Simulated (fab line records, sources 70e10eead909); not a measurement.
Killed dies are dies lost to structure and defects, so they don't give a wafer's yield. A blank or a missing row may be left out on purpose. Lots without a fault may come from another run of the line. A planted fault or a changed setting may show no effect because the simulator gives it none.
Tool commonality check | flow nand_harc | 14 lots, 42 wafers sampled

WHY IT WAS OPENED
At NHARC_A_ONON_D2_THK_MEAS_08 the reading thk_nm is flagged on 2 of 14 lots. Wafers without a fault read 1003 nm, standard deviation 12.
Rule: a lot is flagged when every wafer of it that has a number lies more than 4 standard deviations from that mean, or none has a number. The other lots count as sound.

lot  | measured     | on            | thk_nm (nm), wafer by wafer | flag
L170 | day 12 10:45 | film_metro-02 | 1011 1009 1011              |
L169 | day 12 11:01 | film_metro-02 | 1000 1000 999               |
L171 | day 13 05:08 | film_metro-02 | 1005 1006 1008              |
L173 | day 13 16:59 | film_metro-01 | 1001 1003 1003              |
L175 | day 14 07:42 | film_metro-02 | 1024 1025 1024              |
L176 | day 14 23:20 | film_metro-01 | 1032 1031 1033              |
L184 | day 18 12:17 | film_metro-01 | 677 676 677                 | FLAGGED
L185 | day 19 01:11 | film_metro-02 | 649 650 648                 | FLAGGED
L187 | day 19 19:19 | film_metro-02 | 1021 1019 1020              |
L188 | day 19 19:20 | film_metro-01 | 999 999 997                 |
L189 | day 21 00:27 | film_metro-02 | 991 989 988                 |
L190 | day 21 02:14 | film_metro-01 | 996 997 996                 |
L191 | day 21 14:49 | film_metro-02 | 1003 1001 1005              |
L192 | day 21 14:49 | film_metro-01 | 1016 1014 1014              |
The numbers of the flagged lots are 663 nm on average: -340 nm against the usual, or -28 standard deviations.

WHICH TOOL RAN EACH LOT
The record holds 3 process steps before the reading, out of a route of 1302 steps. In each cell: the tool, then ch and the chambers that the sampled wafers went through, then the start.
lot  | flag    | NHARC_A_CHANNEL_FILL_D1_ETCHBACK_08           | NHARC_A_DECK1_JOINT_CMP_02    | NHARC_A_ONON_D2_DEP_06
L170 |         | rie_diel-05 ch 2,3, day 12 08:21 or earlier   | cmp-02 ch 0,1,3, day 12 08:21 | pecvd_onon-02 ch 0, day 12 10:14
L169 |         | rie_diel-12 ch 0,3, day 12 08:21 or earlier   | cmp-01 ch 0,3, day 12 08:21   | pecvd_onon-03 ch 0, day 12 10:31
L171 |         | rie_diel-05 ch 0,1,2, day 13 02:43 or earlier | cmp-02 ch 1,2,3, day 13 02:43 | pecvd_onon-03 ch 0, day 13 04:37
L173 |         | rie_diel-04 ch 0,1,2, day 13 14:32 or earlier | cmp-01 ch 0,2, day 13 14:32   | pecvd_onon-02 ch 0, day 13 16:32
L175 |         | rie_diel-12 ch 0,1,3, day 14 05:19 or earlier | cmp-01 ch 0,1,2, day 14 05:19 | pecvd_onon-02 ch 0, day 14 07:11
L176 |         | rie_diel-04 ch 1,2,3, day 14 20:55 or earlier | cmp-03 ch 0,2,3, day 14 20:55 | pecvd_onon-03 ch 0, day 14 22:53
L184 | FLAGGED | rie_diel-05 ch 0,1,3, day 18 09:55 or earlier | cmp-01 ch 0,1,3, day 18 09:55 | pecvd_onon-02 ch 0, day 18 11:50
L185 | FLAGGED | rie_diel-04 ch 0,1,3, day 18 22:46 or earlier | cmp-03 ch 1,2,3, day 18 22:46 | pecvd_onon-02 ch 0, day 19 00:40
L187 |         | rie_diel-05 ch 0,1, day 19 16:55 or earlier   | cmp-01 ch 1,2,3, day 19 16:55 | pecvd_onon-03 ch 0, day 19 18:49
L188 |         | rie_diel-04 ch 1,2,3, day 19 16:55 or earlier | cmp-03 ch 0,2,3, day 19 16:55 | pecvd_onon-04 ch 0, day 19 18:49
L189 |         | rie_diel-05 ch 0,2,3, day 20 22:03 or earlier | cmp-03 ch 0,1,3, day 20 22:03 | pecvd_onon-04 ch 0, day 21 00:03
L190 |         | rie_diel-05 ch 0,1,3, day 20 23:49 or earlier | cmp-03 ch 1,2,3, day 20 23:49 | pecvd_onon-03 ch 0, day 21 01:43
L191 |         | rie_diel-04 ch 1,2, day 21 12:23 or earlier   | cmp-01 ch 0,1,2, day 21 12:23 | pecvd_onon-02 ch 0, day 21 14:22
L192 |         | rie_diel-05 ch 1,2,3, day 21 12:25 or earlier | cmp-03 ch 0,1,3, day 21 12:25 | pecvd_onon-03 ch 0, day 21 14:22
What these steps do:
- NHARC_A_CHANNEL_FILL_D1_ETCHBACK_08: etches the open film in C4F8, target depth 220 nm, time 110 s.
- NHARC_A_DECK1_JOINT_CMP_02: polishes SiOx.
- NHARC_A_ONON_D2_DEP_06: target thk 1000 nm.
- NHARC_A_ONON_D2_THK_MEAS_08: measures by ellipsometry.

FLAGGED OVER TOTAL, TOOL BY TOOL (the gauges that took the reading come last)
step                                | tool          | lots run | flagged | share of the flagged lots | sound lots run after its first flagged lot
NHARC_A_CHANNEL_FILL_D1_ETCHBACK_08 | rie_diel-04   | 5        | 1       | some                      | 2 (L188,L191)
NHARC_A_CHANNEL_FILL_D1_ETCHBACK_08 | rie_diel-05   | 7        | 1       | some                      | 4 (L187,L189,L190,L192)
NHARC_A_CHANNEL_FILL_D1_ETCHBACK_08 | rie_diel-12   | 2        | 0       | none                      | -
NHARC_A_DECK1_JOINT_CMP_02          | cmp-01        | 6        | 1       | some                      | 2 (L187,L191)
NHARC_A_DECK1_JOINT_CMP_02          | cmp-02        | 2        | 0       | none                      | -
NHARC_A_DECK1_JOINT_CMP_02          | cmp-03        | 6        | 1       | some                      | 4 (L188,L189,L190,L192)
NHARC_A_ONON_D2_DEP_06              | pecvd_onon-02 | 6        | 2       | all                       | 1 (L191)
NHARC_A_ONON_D2_DEP_06              | pecvd_onon-03 | 6        | 0       | none                      | -
NHARC_A_ONON_D2_DEP_06              | pecvd_onon-04 | 2        | 0       | none                      | -
NHARC_A_ONON_D2_THK_MEAS_08         | film_metro-01 | 6        | 1       | some                      | 3 (L188,L190,L192)
NHARC_A_ONON_D2_THK_MEAS_08         | film_metro-02 | 8        | 1       | some                      | 3 (L187,L189,L191)
NHARC_A_CHANNEL_FILL_D1_ETCHBACK_08 gives no start for some lots, so the hours and the order of its lots are those of NHARC_A_DECK1_JOINT_CMP_02.

WHAT THE TABLE ALLOWS
1 row of the table ran every flagged lot: pecvd_onon-02 at NHARC_A_ONON_D2_DEP_06.
- pecvd_onon-02 at NHARC_A_ONON_D2_DEP_06: 2 of its 6 lots flagged. Sound lots ran on it after the first flagged one (L191), which a lasting fault on the whole tool wouldn't allow.
No row of the table ran every flagged lot and no sound lot after the first.

WHAT THE SIMULATOR HAD PUT IN
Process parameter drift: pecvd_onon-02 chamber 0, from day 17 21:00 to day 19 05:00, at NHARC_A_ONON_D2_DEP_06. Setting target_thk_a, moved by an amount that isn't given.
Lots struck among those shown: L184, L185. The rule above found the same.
